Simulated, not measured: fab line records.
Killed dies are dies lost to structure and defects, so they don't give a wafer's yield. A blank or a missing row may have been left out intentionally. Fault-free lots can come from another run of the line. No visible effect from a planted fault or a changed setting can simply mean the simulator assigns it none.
Which tool was responsible? :: flow n5Finfet :: at 1 step of a route of 1938, 12 lots with 36 wafers sampled

== WHAT THE GAUGES READ, wafer by wafer ==
N5_BEOL_M5_CD_MEAS_11: the cd target is 27.74 nm.
lot: L075
measured: day 8 08:25
on: cdSem-02
cdNm (nm): 28.5 28.5 28.1

lot: L077
measured: day 8 17:38
on: cdSem-02
cdNm (nm): 28.4 28.7 28.1

lot: L079
measured: day 9 02:54
on: cdSem-01
cdNm (nm): 28.0 28.0 27.7

lot: L082
measured: day 9 12:06
on: cdSem-02
cdNm (nm): 28.0 27.9 27.9

lot: L083
measured: day 9 19:07
on: cdSem-03
cdNm (nm): 28.0 28.4 28.4

lot: L088
measured: day 12 23:23
on: cdSem-01
cdNm (nm): 27.8 27.7 27.8

lot: L094
measured: day 13 06:49
on: cdSem-03
cdNm (nm): 28.3 28.4 28.3

lot: L085
measured: day 13 11:01
on: cdSem-02
cdNm (nm): 27.8 27.7 27.6

lot: L092
measured: day 13 22:14
on: cdSem-03
cdNm (nm): 28.3 28.2 28.0

lot: L087
measured: day 14 10:05
on: cdSem-02
cdNm (nm): 27.6 28.3 28.1

lot: L096
measured: day 14 14:38
on: cdSem-01
cdNm (nm): 28.3 27.9 28.1

lot: L097
measured: day 15 07:35
on: cdSem-03
cdNm (nm): 28.4 28.6 28.2

== WHAT TOOL EACH LOT RAN ON (gives the tool, then ch and the chambers of the sampled wafers, and finally the start) ==
Before these readings, the record contains no process step.

== THE ANSWER, worked out from the rows above alone ==
Rule: the lots themselves supply what counts as usual. Put in order of their means at a reading, lots are off if they are a third of the lots or fewer, leave a main group of 4 or more, and stand apart from it by a gap of 3 or more times the standard deviation of the main group's means; of several such gaps the widest counts. The tables above print the reading to a certain number of digits; a main group whose means all agree to those digits is not used. A lot without any number at a reading at which 4 lots or more have one is off too. The other lots that the step has rows for count as sound.
None of the lots is off at any reading shown; this tells nothing.

== WHAT THE SIMULATOR HAD PUT IN ==
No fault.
